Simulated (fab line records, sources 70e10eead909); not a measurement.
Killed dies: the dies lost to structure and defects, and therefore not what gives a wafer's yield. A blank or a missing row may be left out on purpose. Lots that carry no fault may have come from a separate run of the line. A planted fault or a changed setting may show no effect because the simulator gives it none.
Chamber matching -- flow nand_harc -- NHARC_A_STAIRCASE_ALD_420 on ald_hk-02 has 4 sister chambers
The step deposits SiO2, target thk 20 nm, pulse time 6 s, ald cycles 200. 4 wafers are shown with their chamber, then 8 later ones without.

== EACH WAFER AND ITS CHAMBER ==
wafer,chamber,heater_power_w (W)
L077.1,3,563
L086.4,2,451
L086.5,0,422
L091.4,1,424

== WAFERS WITHOUT THEIR CHAMBER ==
wafer,heater_power_w (W)
L091.5,421
L091.6,562
L094.2,436
L094.3,426
L094.5,472
L095.1,472
L095.4,437
L095.6,414

== WHICH CHAMBER EACH WENT THROUGH ==
wafer,from the rows above,in truth
L091.5,can't be placed: 0 or 1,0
L091.6,3,3
L094.2,can't be placed: 1 or 0 or 2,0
L094.3,can't be placed: 1 or 0 or 2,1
L094.5,2,2
L095.1,2,2
L095.4,can't be placed: 1 or 2 or 0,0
L095.6,can't be placed: 0 or 1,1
Placed correctly: 3 of 8. From these rows, 5 cannot be placed; in 5 the true chamber is one of the candidates. Placed wrongly: 0.
How it was worked out, from the rows above alone: a wafer's distance from a chamber is the root of the sum, over the readings, of the square of ((its reading less the chamber's mean) divided by the reading's scatter). If the next closest chamber is less than 2 further off than the closest, the wafer can't be placed; otherwise it belongs to the closest. A chamber's mean is the mean of its shown wafers. The scatter (one wafer shown for each chamber): square how far every hidden wafer sits from the nearest shown wafer, average those squares and take the square root.
